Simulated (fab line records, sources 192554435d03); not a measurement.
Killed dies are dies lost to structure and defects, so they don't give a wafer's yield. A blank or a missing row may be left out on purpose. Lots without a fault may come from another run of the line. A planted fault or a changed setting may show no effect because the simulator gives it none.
Chamber matching | flow n5_finfet | N5_BEOL_M0_SAQP_DESCUM_45 on rie_diel-06: 4 sister chambers
The step chemistry O2, time 7 s. 8 wafers are shown with their chamber, then 8 later ones without.

WAFERS WITH THEIR CHAMBER
wafer  | chamber | drypump_motor_current_A (A) | showerhead_plenum_p_Torr (Torr)
L088.1 | 0       | 5.1                         | 1.99
L088.2 | 2       | 5.9                         | 2.05
L091.3 | 1       | 6.6                         | 2.20
L091.4 | 3       | 6.5                         | 2.17
L093.2 | 2       | 5.9                         | 2.05
L093.4 | 1       | 6.6                         | 2.20
L093.6 | 3       | 6.5                         | 2.17
L095.1 | 0       | 5.2                         | 1.98

WAFERS WITHOUT THEIR CHAMBER
wafer  | drypump_motor_current_A (A) | showerhead_plenum_p_Torr (Torr)
L095.3 | 6.4                         | 2.17
L095.4 | 5.9                         | 2.05
L096.1 | 5.9                         | 2.05
L096.2 | 5.1                         | 1.98
L096.3 | 6.5                         | 2.17
L097.1 | 6.6                         | 2.20
L097.4 | 6.5                         | 2.17
L097.5 | 6.5                         | 2.17

WHICH CHAMBER EACH WENT THROUGH
wafer  | from the rows above | in truth
L095.3 | 3                   | 3
L095.4 | 2                   | 2
L096.1 | 2                   | 2
L096.2 | 0                   | 0
L096.3 | 3                   | 3
L097.1 | 1                   | 1
L097.4 | 3                   | 3
L097.5 | 3                   | 3
Placed correctly: 8 of 8. Can't be placed from these rows: 0. Placed wrongly: 0.
How it was worked out, from the rows above alone: a wafer's distance from a chamber is the root of the sum, over the readings, of the square of ((its reading less the chamber's mean) divided by the reading's scatter). The wafer belongs to the nearest chamber; if the next one is less than 2 further off, it can't be placed. A chamber's mean is the mean of its shown wafers. The scatter: the root of (the sum of the squares of (reading less its chamber's mean) over the shown wafers, divided by (wafers less chambers)).
